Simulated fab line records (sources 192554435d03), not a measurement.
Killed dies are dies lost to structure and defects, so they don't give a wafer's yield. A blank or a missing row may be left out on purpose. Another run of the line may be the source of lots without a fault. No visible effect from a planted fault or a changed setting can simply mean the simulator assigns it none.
Matching of chambers + flow n5-finfet + N5_BEOL_M0_SAQP_PECVD_96 on pecvd-02 has 3 sister chambers
The step deposits a-Si from SiH4/He, target thk 45 nm, time 45.2 s. 3 wafers are shown with their chamber, then 8 later ones without.

WAFERS WITH THEIR CHAMBER
| wafer  | chamber | showerhead-plenum-p-Torr (Torr) |
|--------|---------|---------------------------------|
| L078.5 | 1       | 5.64                            |
| L086.6 | 0       | 5.58                            |
| L093.1 | 2       | 5.70                            |

WAFERS WITH NO CHAMBER GIVEN
| wafer  | showerhead-plenum-p-Torr (Torr) |
|--------|---------------------------------|
| L093.5 | 5.55                            |
| L093.6 | 5.65                            |
| L094.1 | 5.65                            |
| L094.3 | 5.57                            |
| L094.4 | 5.57                            |
| L095.2 | 5.57                            |
| L095.4 | 5.56                            |
| L095.5 | 5.70                            |

WHICH CHAMBER EACH WENT THROUGH
| wafer  | from the rows above | in truth |
|--------|---------------------|----------|
| L093.5 | 0                   | 0        |
| L093.6 | 1                   | 1        |
| L094.1 | 1                   | 1        |
| L094.3 | 0                   | 0        |
| L094.4 | 0                   | 0        |
| L095.2 | 0                   | 0        |
| L095.4 | 0                   | 0        |
| L095.5 | 2                   | 2        |
Correct placement for 8 of the 8. Can't be placed from these rows: 0. Placed wrongly: 0.
How it was worked out, from the rows above alone: a wafer's distance from a chamber is the root of the sum, over the readings, of the square of ((its reading less the chamber's mean) divided by the reading's scatter). The wafer belongs to the nearest chamber; if the next one is less than 2 further off, it can't be placed. A chamber's mean is the mean of its shown wafers. The scatter: root of mean squared gap, hidden wafer to nearest shown wafer, with one shown wafer a chamber.
